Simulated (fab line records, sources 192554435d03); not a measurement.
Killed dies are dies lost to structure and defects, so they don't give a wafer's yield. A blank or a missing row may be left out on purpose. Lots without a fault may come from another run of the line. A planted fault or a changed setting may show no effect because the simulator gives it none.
fab line records | flow n5_finfet
record lots=3 wafers=9 last_day=17
route steps=1938 shown BEOL_M9@1437 BEOL_M10@1470 BEOL_M15@1830
lots that met no fault: from a run of the same line without faults
start_h: hours from the record's first day to the start of the lot's first wafer shown | wait_h: hours since the lot's step before | " the same as in the row above | L1.1+2: a row that stands for several wafers | - no value, or no start given | * or withheld: withheld | < > ~ a bound
route shown NAME@n: a module of which the file shows steps, and the number in the route of the first | usual: mean/standard deviation of fault-free wafers | same: alike in all rows | chamber/n: place in a boat | sites: the reading at each site | _std_site: their standard deviation | _edge_site: outer sites' mean less inner sites' | radius_mm: how far each site lies from the wafer's centre | mask NAME#n: copy n | behind: the tool/chamber that last shaped the wafer | hold: why the lot was held/for how many hours/how that ended | device: the transistor (n, p or np) that didn't switch | end of line: the same wafers' tests at the end of the route | a step without rows: its recipe alone | killed: dies lost to structure and defects at the first sort, not the wafer's yield | map: a wafer's dies, x killed, . not, _ none there
set.NAME: the setting as run; set.NAME@STEP: as run at that earlier step | model.NAME: the simulator's own value behind a step, which no gauge read
lots at some steps of the route; a table a step, a row a wafer
services: from which hour (start_h, from the record's first day; less than 0 if before it) a tool's chamber was out of use, for how many hours, and why
## steps
# step N5_BEOL_M9_DESCUM_33
# recipe chemistry=O2 time_s=7 source_power_w=50 bias_power_w=20 pressure_mtorr=20 rf_frequency_hz=2.712e+07 temp_c=40 resist=CAR-EUV o2_flow_sccm=225
# step N5_BEOL_M9_ETCH_76
# recipe chemistry=N2/H2 target=underlayer target_depth_a=65 mask_material=CAR-EUV time_s=5.2 ion_energy_ev=200 pressure_mtorr=30 source_w=840 bias_w=150 n2_flow_sccm=200 h2_flow_sccm=200 ends=cleared
# step N5_BEOL_M9_ETCH_65
# recipe chemistry=CF4 target=SiARC target_depth_a=156 mask_material=CAR-EUV time_s=26 ion_energy_ev=80 pressure_mtorr=40 source_w=545 bias_w=36 Ar_flow_sccm=100 cf4_flow_sccm=100 ends=cleared
# step N5_BEOL_M9_ETCH_66
# recipe chemistry=N2/H2 target=SOC target_depth_a=800 overetch_a=160 mask_material=SiARC temp_c=40 time_s=120 ion_energy_ev=200 pressure_mtorr=30 source_w=840 bias_w=150 n2_flow_sccm=200 h2_flow_sccm=200
# step N5_BEOL_M9_STRIP_69
# recipe chemistry=N2/H2 temp_c=40 n2_flow_sccm=200 h2_flow_sccm=200 rf_frequency_hz=6e+07
# step N5_BEOL_M9_STRIP_77
# recipe chemistry=N2/H2 temp_c=40 n2_flow_sccm=200 h2_flow_sccm=200 rf_frequency_hz=6e+07
# step N5_BEOL_M9_VIA_ETCH_34
# recipe chemistry=C4F6/O2 target=SiCOH_lowk target_depth_a=1824 mask_material=SOC taper_deg=4 time_s=68.4 ion_energy_ev=250 pressure_mtorr=30 source_w=345 bias_w=185 Ar_flow_sccm=300 C4F6_flow_sccm=10 O2_flow_sccm=10
# step N5_BEOL_M9_STRIP_73
# recipe chemistry=C4F6/O2 resist=SiARC rf_frequency_hz=6e+07
# step N5_BEOL_M9_STRIP_36
# recipe chemistry=N2/H2 power_w=450 temp_c=40 pressure_mtorr=20 rf_frequency_hz=6e+07 overash_fraction=0.3 bias_power_w=7 h2_frac=0.5 n2_flow_sccm=200 h2_flow_sccm=200
# step N5_BEOL_M9_TRENCH_ETCH_37
# recipe chemistry=C4F6/O2 target_depth_a=1514.3 target=SiCOH_lowk time_s=49 ion_energy_ev=250 pressure_mtorr=30 source_w=345 bias_w=185 Ar_flow_sccm=300 C4F6_flow_sccm=10 O2_flow_sccm=10
# usual drypump_motor_current_A=5.84/0.27 oes_product_au=0.80/0.093 rf_vpp_V=668/5.4 showerhead_plenum_p_Torr=2.85/0.081 throttle_valve_pct=20.99/0.26
# columns lot.wafer tool chamber start_h wait_h drypump_motor_current_A oes_product_au rf_hours_counter_h rf_vpp_V showerhead_plenum_p_Torr throttle_valve_pct model.etch.depth_nm model.BEOL_M9.feature_depth_nm
L975.2 rie_diel-06 2 275.77 - 5.79 0.71 212 673 2.94 21.12 149.9 149.8
L975.5 " 1 " " 5.95 0.94 - 678 2.91 20.59 155.8 155.8
L975.6 " 0 " " 5.83 0.93 - 670 2.90 20.95 152.5 152.4
L980.1 rie_diel-06 0 298.01 - 5.82 0.91 17 672 2.90 20.96 163.3 163.2
L980.2 " 1 " " 5.97 0.91 23 679 2.90 20.59 166.1 166.2
L980.3 " 3 " " 6.13 0.76 123 671 2.75 21.12 148.9 149
L989.1 rie_diel-02 3 348.51 - 5.55 0.90 34 661 2.89 20.80 152.1 152
L989.2 " 1 " " 5.91 0.94 8 669 2.79 20.95 154.5 154.6
L989.3 " 2 " " 5.32 0.72 204 660 2.71 20.83 149.5 149.6
# step N5_BEOL_M9_ETCH_41
# recipe chemistry=CH3F/O2 target=SiCN target_depth_a=366 taper_deg=2 time_s=70.1 ion_energy_ev=120 mask_material=TiN pressure_mtorr=30 source_w=395 bias_w=75 Ar_flow_sccm=150 CH3F_flow_sccm=30 O2_flow_sccm=20
# step N5_BEOL_M9_STRIP_80
# recipe chemistry=N2/H2 time_s=10 power_w=450 temp_c=40 pressure_mtorr=20 rf_frequency_hz=6e+07 bias_power_w=7 n2_flow_sccm=200 h2_flow_sccm=200
# step N5_BEOL_M9_OCD_MEAS_38
# usual trench_depth_nm=151.7/2.7
# columns lot.wafer tool chamber start_h wait_h trench_depth_nm
L975.2 ocd-02 - 275.95 - 150.0
L975.5 " - " " 155.7
L975.6 " - " " 152.0
L980.1 ocd-01 - 298.18 - 163.0
L980.2 " - " " 166.6
L980.3 " - " " 149.2
L989.1 ocd-01 - 348.68 - 152.1
L989.2 " - " " 154.3
L989.3 " - " " 149.9
# step N5_BEOL_M9_HM_STRIP_39
# recipe chemistry=peroxide_tin_strip material=TiN target_depth_a=250 temp_c=50 time_s=158
# step N5_BEOL_M9_SRD_40
# recipe time_s=30 temp_c=23 rinse_liquid=diw dry=ipa_marangoni
# step N5_BEOL_M9_PRECLEAN_42
# recipe chemistry=residue_remover time_s=60 temp_c=40
# step N5_BEOL_M9_SRD_43
# recipe time_s=30 temp_c=23 rinse_liquid=diw dry=ipa_marangoni
# step N5_BEOL_M9_CURE_72
# recipe temp_c=370 time_s=120 ambient=DMADMS/He material=SiCOH_lowk
# step N5_BEOL_M9_DEGAS_44
# recipe ambient=vacuum temp_c=250 time_s=60
# step N5_BEOL_M9_PRE_CLEAN_45
# recipe gas=H2/He time_s=30 temp_c=250
# step N5_BEOL_M9_ALD_74
# recipe material=TaN target_thk_a=20 temp_c=275 ald_precursor_family=PDMAT ald_co_reactant=NH3 pressure_torr=3 carrier_flow_sccm=1500 pulse_time_s=2 purge_time_s=3 co_reactant_purge_time_s=2 co_reactant_pulse_time_s=3 ald_cycles=40 precursor_vessel_temp_c=75 precursor_vessel_pressure_torr=26.25 precursor_vessel_carrier_sccm=1000
# step N5_BEOL_M9_SURFACE_TREAT_79
# recipe gas=Ar time_s=* ion_energy_ev=* ion_current_ma_cm2=0.5 pressure_mtorr=* ar_flow_sccm=30
# step N5_BEOL_M9_CVD_78
# recipe material=Co target_thk_a=20 temp_c=withheld precursor=CCTBA/H2 pressure_torr=30 time_s=138.9
# step N5_BEOL_M9_SPUTTER_48
# recipe material=Cu target_thk_a=120 temp_c=-20 bias_v=60 power_w=26000 chamber_pressure_pa=0.13 time_s=2
# step N5_BEOL_M9_ECD_50
# recipe material=Cu target_thk_a=3180
# step N5_BEOL_M9_ANNEAL_51
# recipe temp_c=225 time_s=90 ambient=N2
# step N5_BEOL_M9_CMP_52
# recipe stop_on=SiCOH_lowk t_overpolish_s=7 down_force_psi=1 platen_rpm=50 clearing_platen_down_force_psi=1.5 clearing_platen_rpm=50 post_cmp_clean=cu_alkaline target_thk_nm=140 clearing_platen_pad_velocity_m_s=0.99484 pad_velocity_m_s=0.99484
# usual barrier_field_endpoint_s=28.6/0.67 motor_current_A=5.9/0.61 overpolish_run_s=7.000/0.0083 time_to_endpoint_s=64.3/2.9
# columns lot.wafer tool chamber start_h wait_h barrier_field_endpoint_s motor_current_A overpolish_run_s time_to_endpoint_s model.Cu_of_BEOL_M9_ECD_50.thk_nm
L975.2 cmp-01 2 278.66 0.3 26.9 6.2 7.013 63.8 137
L975.5 " 0 " " 28.6 5.4 6.995 66.9 143
L975.6 " 1 " " 28.6 6.0 6.993 61.5 140
L980.2 cmp-01 0 300.53 0.3 28.7 5.3 6.989 66.7 153.8
L980.3 " 1 " " 28.1 6.0 7.003 65.1 138
L980.1 " 2 " " 29.0 6.3 6.998 64.0 151.8
L989.3 cmp-03 2 351.39 0.2 28.8 5.7 7.005 70.0 138.8
L989.1 " 3 " " 29.1 5.7 6.995 70.4 141.8
L989.2 " 0 " " 28.9 6.6 7.010 67.8 142.4
# step N5_BEOL_M9_THK_MEAS_53
# recipe thk_meas_gauge=xrf reads=Cu_of_BEOL_M9_ECD_50
# usual M9_THK=138.9/3
# columns lot.wafer tool chamber start_h wait_h M9_THK[nm]
L975.2 film_metro-01 - 278.88 - 135.5
L975.5 " - " " 142.4
L975.6 " - " " 139.7
L980.1 film_metro-02 - 300.78 - 151.7
L980.2 " - " " 153.0
L980.3 " - " " 137.6
L989.1 film_metro-01 - 351.65 - 140.2
L989.2 " - " " 141.4
L989.3 " - " " 138.2
# step N5_BEOL_M9_PRE_CLEAN_55
# recipe gas=NH3 time_s=15 temp_c=withheld rf_power_w=300
# step N5_BEOL_M9_DEP_56
# recipe material=SiCN target_thk_a=150 temp_c=withheld precursor=3MS/NH3 pressure_torr=3 rf_w=202 time_s=26.5
# step N5_BEOL_M9_RS_MEAS_57
# recipe thk_meas_gauge=four-point-probe reads=Cu_of_BEOL_M9_ECD_50+Co_of_BEOL_M9_CVD_78+TaN_of_BEOL_M9_ALD_74
# usual M9_RS=0.151/0.0033
# columns lot.wafer tool chamber start_h wait_h M9_RS[ohm/sq]
L975.2 film_metro-02 - 279.03 0.1 0.154
L975.5 " - " " 0.147
L975.6 " - " " 0.151
L980.1 film_metro-02 - 300.92 0.1 0.138
L980.2 " - " " 0.136
L980.3 " - " " 0.154
L989.1 film_metro-01 - 351.78 0.1 0.149
L989.2 " - " " 0.148
L989.3 " - " " 0.152
# step N5_BEOL_M10_ILD_DEP_00
# recipe material=SiCOH_lowk target_thk_a=3085.1 temp_c=300 precursor=DEMS/porogen pressure_torr=5 rf_w=500 time_s=58
# step N5_BEOL_M10_CURE_71
# recipe temp_c=385 time_s=240 ambient=He/Ar material=SiCOH_lowk
# step N5_BEOL_M10_PECVD_70
# recipe material=SiO2 target_thk_a=200 temp_c=400 precursor=TEOS/O2 pressure_torr=5.5 rf_w=450 teos_flow_sccm=53.8 gas=O2 flow_sccm=3000 time_s=22.7
# step N5_BEOL_M10_HM_DEP_02
# recipe material=TiN target_thk_a=200 temp_c=25 chamber_pressure_pa=0.49996
# step N5_BEOL_M10_COAT_59
# recipe resist=SOC temp_c=250 time_s=60 spin_rpm=1500 resist_thk_nm=100
# step N5_BEOL_M15_RC_MEAS_101
# usual COMB_M10=1.39e-11/2.6e-12 COMB_M10_max_site=2e-11/4e-12 COMB_M11=1.5e-11/3.3e-12 COMB_M12=6.8e-12/1.5e-12 COMB_M13=5.3e-12/1.2e-12 COMB_M14=3.9e-12/1.1e-12 COMB_M15=2.8e-12/8.1e-13 COMB_M5=3.7e-11/6.6e-12 COMB_M6=2.6e-11/5.1e-12 COMB_M7=2.6e-11/5e-12 COMB_M8=2.5e-11/4.6e-12 COMB_M9=1.5e-11/3.4e-12 COMB_M9_max_site=2.1e-11/5.7e-12 SERP_M10=3.10/0.072 SERP_M11=3.08/0.079 SERP_M12=0.638/0.015 SERP_M13=0.309/0.007 SERP_M13_max_site=0.313/0.0072 SERP_M14=0.1620/0.003 SERP_M5=38.5/1.6 SERP_M6=14.1/0.49 SERP_M7=14.1/0.49 SERP_M8=14.0/0.46 SERP_M9=3.08/0.087 SERP_M9_max_site=3.17/0.099
# columns lot.wafer tool chamber start_h wait_h COMB_M10[S/m] COMB_M10_max_site[S/m] COMB_M11[S/m] COMB_M12[S/m] COMB_M13[S/m] COMB_M14[S/m] COMB_M15[S/m] COMB_M5[S/m] COMB_M6[S/m] COMB_M7[S/m] COMB_M8[S/m] COMB_M9[S/m] COMB_M9_max_site[S/m] SERP_M10[ohm/um] SERP_M11[ohm/um] SERP_M12[ohm/um] SERP_M13[ohm/um] SERP_M13_max_site[ohm/um] SERP_M14[ohm/um] SERP_M5[ohm/um] SERP_M6[ohm/um] SERP_M7[ohm/um] SERP_M8[ohm/um] SERP_M9[ohm/um] SERP_M9_max_site[ohm/um]
L975.2 prober-02 0 318.61 0.2 1.07e-11 2.1e-11 1.2e-11 5.2e-12 3.9e-12 2.9e-12 1.4e-12 4.9e-11 2.7e-11 2.1e-11 2e-11 1.7e-11 2.5e-11 3.11 3.12 0.648 0.303 0.307 0.1614 40.3 13.1 14.4 13.9 3.14 3.32
L975.5 " 0 " " 2.07e-11 2.5e-11 1.5e-11 6.8e-12 4.3e-12 2.4e-12 1.8e-12 4e-11 2.3e-11 2.2e-11 2.2e-11 1.5e-11 2.4e-11 2.94 3.17 0.646 0.318 0.320 0.1601 38.3 13.4 14.2 13.9 2.97 3.04
L975.6 " 0 " " 1.63e-11 2.3e-11 1.4e-11 5.1e-12 3e-12 3.3e-12 2.3e-12 3.7e-11 3.2e-11 2.7e-11 2.1e-11 1.6e-11 2.6e-11 3.08 3.19 0.622 0.305 0.306 0.1597 40.1 13.5 14.0 13.5 3.07 3.09
L980.1 prober-01 0 334.01 0.0 1.22e-11 1.7e-11 1.5e-11 6.2e-12 5.5e-12 4.4e-12 3.6e-12 5.2e-11 3.3e-11 2.3e-11 2.2e-11 1.2e-11 1.7e-11 3.10 3.13 0.643 0.311 0.317 0.1645 37.9 13.6 15.1 13.0 2.85 2.94
L980.2 " 0 " " 1.25e-11 1.7e-11 1.5e-11 7.1e-12 8.6e-12 6.4e-12 3.4e-12 4.9e-11 3e-11 2.1e-11 2.9e-11 1.3e-11 2e-11 3.27 3.03 0.635 0.318 0.321 0.1641 38.1 13.9 14.2 14.0 2.80 2.84
L980.3 " 0 " " 1.53e-11 1.9e-11 1.6e-11 8.7e-12 6.2e-12 4.7e-12 3.1e-12 4e-11 3.9e-11 2.5e-11 2.5e-11 1.5e-11 2.3e-11 3.04 3.06 0.640 0.306 0.308 0.1586 36.9 13.1 13.6 13.7 3.13 3.25
L989.1 prober-01 0 395.35 0.0 1.42e-11 1.7e-11 1.6e-11 1.05e-11 6.1e-12 6.1e-12 3.7e-12 3.8e-11 3.7e-11 2.9e-11 2.7e-11 1.6e-11 2.8e-11 3.19 3.03 0.627 0.306 0.309 0.1585 41.2 14.7 13.2 15.2 3.01 3.14
L989.2 " 0 " " 1.3e-11 1.4e-11 1.4e-11 7.1e-12 5e-12 5.3e-12 3.3e-12 3.9e-11 2.6e-11 3.4e-11 3.1e-11 1.4e-11 1.6e-11 3.10 3.17 0.629 0.309 0.312 0.1590 39.0 14.9 14.6 13.9 3.03 3.14
L989.3 " 0 " " 1.27e-11 1.6e-11 1.4e-11 9.3e-12 4.5e-12 4.6e-12 4e-12 3.3e-11 3.1e-11 3.1e-11 3.4e-11 1.6e-11 2e-11 3.15 3.07 0.631 0.302 0.307 0.1634 41.5 14.4 13.6 14.8 3.09 3.13
# sites SERP_M9 radius_mm=0,75,75,75,75,140,140,140,140
L975.2 3.03 3.14 3.07 3.05 3.06 3.32 3.19 3.19 3.23
L980.1 2.94 2.85 2.89 2.93 2.90 2.64 2.79 2.79 2.58
L989.1 2.91 2.99 2.95 2.96 3.01 3.14 3.09 3.10 3.13
## services
# columns tool chamber start_h hours kind
cmp-03 - 262.13 4.7 pm
cmp-03 - 276.42 4.0 pm
cmp-01 - 280.40 2.6 repair
cmp-03 - 280.42 - consumable_replace:conditioner
cmp-03 - 280.42 - consumable_replace:pad
rie_diel-02 3 286.50 12.4 repair
rie_diel-02 1 298.96 - clean
rie_diel-02 1 298.96 - consumable_replace:focus_ring
rie_diel-02 1 298.96 24.0 scheduled_down
rie_diel-02 1 298.96 24.0 vent_cycle
rie_diel-06 2 315.03 5.0 repair
cmp-01 - 328.49 3.4 repair
cmp-01 - 332.11 0.2 repair
## key
first_sign step=N5_BEOL_M9_OCD_MEAS_38 reading=trench_depth_nm direction=up sigmas=4.9 usual=151.7 struck=164.8
effect step=N5_BEOL_M9_THK_MEAS_53 reading=M9_THK direction=up sigmas=4.5 usual=138.9 struck=152.4
effect step=N5_BEOL_M9_RS_MEAS_57 reading=M9_RS direction=down sigmas=4.3 usual=0.151 struck=0.137
effect step=N5_BEOL_M15_RC_MEAS_101 reading=SERP_M9 direction=down sigmas=3 usual=3.08 struck=2.83
model_effect step=N5_BEOL_M9_TRENCH_ETCH_37 value=etch.depth_nm without=153 struck=164.7
model_effect step=N5_BEOL_M9_CMP_52 value=Cu_of_BEOL_M9_ECD_50.thk_nm without=141.1 struck=152.8
met_at N5_BEOL_M9_TRENCH_ETCH_37
struck_wafers L980.1,L980.2
onset_between 275.77 298.01
fault kind=process_parameter_drift tool=rie_diel-06 chamber=- onset_h=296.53 steps=N5_BEOL_M9_TRENCH_ETCH_37 channel=target_depth_a offset=115.48 shape=step end_h=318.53 scope=struck_wafers_only acts_in=these_recipes_only stated=1514.3
